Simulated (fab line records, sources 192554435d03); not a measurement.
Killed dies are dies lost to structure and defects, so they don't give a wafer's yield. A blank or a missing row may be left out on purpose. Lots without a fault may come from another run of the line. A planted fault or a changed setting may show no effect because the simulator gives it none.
One fault seen from 3 desks | flow n5_finfet | each desk has only its own numbers; what lay behind them comes last

THE DEFECT DESK
What the inspections along the route counted, lot by lot: means of the sampled wafers that have a number. A lot is out of limits, marked OUT, if its mean lies more than 4 standard deviations from the usual mean; the brackets give that distance.
Columns: A = raw_defect_count at N5_BEOL_M12_INSPECT_55, usual 71
lot  | first seen here | A
L916 | day 11 03:43    | 64
L920 | day 12 07:47    | 50
L931 | day 14 21:00    | 48
L933 | day 14 21:38    | 46
L932 | day 15 00:38    | 92
L936 | day 15 19:25    | 50
L937 | day 16 13:06    | 58
This desk's finding: nothing out of limits on any of the 7 lots.

THE METROLOGY DESK
What the gauges read, lot by lot, whatever tool the lot ran on: means of the sampled wafers that have a number. A lot is out of limits, marked OUT, if its mean lies more than 4 standard deviations from the usual mean; the brackets give that distance.
Columns: A = M12_THK at N5_BEOL_M12_THK_MEAS_50, usual 325 nm; B = M12_RS at N5_BEOL_M12_RS_MEAS_54, usual 0.0602 ohm/sq; C = M13_ILD_THK at N5_BEOL_M13_THK_MEAS_01, usual 840 nm; D = cd_nm at N5_BEOL_M13_CD_MEAS_10, usual 190.1 nm; E = V12_OVL at N5_BEOL_M13_OVL_MEAS_11, usual 0 nm
lot  | first seen here | A   | B      | C   | D                | E
L916 | day 11 03:34    | 329 | 0.0588 | 836 | 190.3            | -4
L920 | day 12 07:38    | 323 | 0.0603 | 848 | 189.4            | -8
L931 | day 14 20:51    | 322 | 0.0611 | 846 | 198.3 (+4.1) OUT | 4
L933 | day 14 21:29    | 327 | 0.0589 | 838 | 195.6            | 0
L932 | day 15 00:29    | 321 | 0.0607 | 830 | 196.2            | -4
L936 | day 15 19:16    | 330 | 0.0595 | 843 | 190.0            | 2
L937 | day 16 12:57    | 325 | 0.0595 | 840 | 187.4            | 0
This desk's finding: out of limits on L931; first on L931, day 14 21:29 (cd_nm at N5_BEOL_M13_CD_MEAS_10). In limits: L916, L920, L933, L932, L936, L937.

THE TOOL OWNER'S DESK: krf_scanner-01
The tool's own readings at N5_BEOL_M13_EXPOSE_07 (exposes mask V12): means of the sampled wafers that have a number, for each lot that ran on this tool. A lot is out of limits, marked OUT, if its mean lies more than 4 standard deviations from the usual mean; the brackets give that distance.
Columns: A = exposure_dose_mJ_cm2 at N5_BEOL_M13_EXPOSE_07, usual 24.792
lot  | first seen here | A
L916 | day 11 04:10    | 24.800
L931 | day 14 21:19    | 26.358 (+60) OUT
L933 | day 14 21:57    | 26.050 (+48) OUT
L932 | day 15 01:05    | 25.785 (+38) OUT
This desk's finding: out of limits on L931, L932, L933; first on L931, day 14 21:19 (exposure_dose_mJ_cm2 at N5_BEOL_M13_EXPOSE_07). In limits: L916.

PUT TOGETHER
The tool owner's desk could have raised an alarm at day 14 21:19, on L931, L932, L933.
The metrology desk could have raised an alarm at day 14 21:29, on L931.
The defect desk saw nothing out of limits.
The defect desk has L931, L932, L933 on record, within its limits.
The metrology desk has L932, L933 on record, within its limits.
Of the lots named, all ran N5_BEOL_M13_EXPOSE_07 on krf_scanner-01.

WHAT THE SIMULATOR HAD PUT IN
Process parameter drift: krf_scanner-01, from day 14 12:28 on, at N5_BEOL_M13_EXPOSE_07. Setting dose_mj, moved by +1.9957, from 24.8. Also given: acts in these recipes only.
Lots struck among those shown: L931, L932, L933.
Hours from the fault's start to each desk's first reading out of limits: the tool owner's desk, 9; the metrology desk, 9.
